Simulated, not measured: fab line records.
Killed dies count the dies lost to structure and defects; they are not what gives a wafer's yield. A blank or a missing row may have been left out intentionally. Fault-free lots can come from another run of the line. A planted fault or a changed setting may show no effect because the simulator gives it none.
2 desks looking at one fault | flow nand harc | each desk has only its own numbers; what lay behind them comes last

## TOOL OWNER'S DESK, pvd sputter-01
The tool's own readings at NHARC_THIN_TSV_PVD_51 (deposits Cu, target thk 100 nm): means of the sampled wafers that have a number, for each lot that ran on this tool. Marked OUT: a lot whose mean sits more than 4 standard deviations from the usual mean, which makes it out of limits; the brackets give that distance.
Columns: A = chamber pressure pa at NHARC_THIN_TSV_PVD_51, usual 5.001 Pa; B = throttle valve pct at NHARC_THIN_TSV_PVD_51, usual 30.0 %
lot  | first seen here | A     | B
L255 | day 24 14:30    | 5.005 | 29.9
L258 | day 25 02:30    | 4.996 | 30.2
L259 | day 26 11:43    | 4.993 | 30.3
L268 | day 29 14:32    | 4.993 | 30.4
L271 | day 30 10:58    | 4.994 | 30.5
L272 | day 32 06:58    | 4.984 | 30.5
This desk's verdict: no lot among the 6 shows anything out of limits.

## METROLOGY DESK
Means of the sampled wafers that have a number, per lot and without regard to the tool the lot ran on: this is what the gauges read. Marked OUT: a lot whose mean sits more than 4 standard deviations from the usual mean, which makes it out of limits; the brackets give that distance.
Columns: A = cd nm at NHARC_THIN_TSV_CD_MEAS_37, usual 4998.9 nm
lot  | first seen here | A
L256 | day 24 17:41    | 5002.6
L255 | day 24 18:50    | 4998.4
L258 | day 25 06:48    | 4997.8
L259 | day 26 15:52    | 4996.4
L260 | day 27 01:24    | 4997.0
L268 | day 29 18:54    | 4996.7
L269 | day 30 13:55    | 5000.0
L271 | day 30 15:14    | 4995.6
L272 | day 32 11:15    | 5000.6
L274 | day 32 19:51    | 4993.9
L275 | day 32 22:16    | 4999.5
L278 | day 33 06:25    | 5000.6
This desk's verdict: no lot among the 12 shows anything out of limits.

## TAKEN TOGETHER
The tool owner's desk saw nothing out of limits.
Metrology desk: nothing out of limits seen.

## WHAT HAD BEEN PUT IN BY THE SIMULATOR
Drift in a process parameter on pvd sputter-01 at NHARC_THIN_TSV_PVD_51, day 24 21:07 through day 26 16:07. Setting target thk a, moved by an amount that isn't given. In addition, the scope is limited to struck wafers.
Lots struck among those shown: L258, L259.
